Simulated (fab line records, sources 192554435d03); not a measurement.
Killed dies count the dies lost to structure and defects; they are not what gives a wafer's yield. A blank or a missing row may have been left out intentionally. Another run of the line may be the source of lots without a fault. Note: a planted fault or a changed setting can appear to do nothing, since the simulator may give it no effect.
Chamber matching / flow n5Finfet / N5_BEOL_M9_CURE_71 on uvCure-02 has 3 sister chambers
The step cures SiCOH lowk, time 240 s. 3 wafers are shown with their chamber, then 7 later ones without.

## WAFERS, EACH WITH ITS CHAMBER
wafer=L084.6 chamber=0 wafer_temp_C_max=386.4
wafer=L093.5 chamber=2 wafer_temp_C_max=386.6
wafer=L095.3 chamber=1 wafer_temp_C_max=387.7

## WAFERS WITHOUT THEIR CHAMBER
wafer=L095.5 wafer_temp_C_max=387.2
wafer=L092.4 wafer_temp_C_max=386.8
wafer=L092.5 wafer_temp_C_max=386.9
wafer=L092.6 wafer_temp_C_max=387.3
wafer=L097.1 wafer_temp_C_max=387.3
wafer=L097.3 wafer_temp_C_max=386.9
wafer=L097.5 wafer_temp_C_max=387.4

## EACH ONE'S CHAMBER
wafer=L095.5; from the rows above=can't be placed: 1 or 2 or 0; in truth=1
wafer=L092.4; from the rows above=can't be placed: 2 or 0 or 1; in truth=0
wafer=L092.5; from the rows above=can't be placed: 2 or 0 or 1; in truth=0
wafer=L092.6; from the rows above=can't be placed: 1 or 2 or 0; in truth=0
wafer=L097.1; from the rows above=can't be placed: 1 or 2 or 0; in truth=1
wafer=L097.3; from the rows above=can't be placed: 2 or 0 or 1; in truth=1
wafer=L097.5; from the rows above=can't be placed: 1 or 2 or 0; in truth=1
Placed correctly: 0 of 7. Cannot be placed on the basis of these rows: 7; the candidates contain the true chamber in 7. Placed wrongly: 0.
How it was worked out, from the rows above alone: a wafer's distance from a chamber is the root of the sum, over the readings, of the square of ((its reading less the chamber's mean) divided by the reading's scatter). If the next closest chamber is less than 2 further off than the closest, the wafer can't be placed; otherwise it belongs to the closest. For every chamber, the mean is computed from those of its wafers that are shown. The scatter (one wafer shown for each chamber): square how far every hidden wafer sits from the nearest shown wafer, average those squares and take the square root.
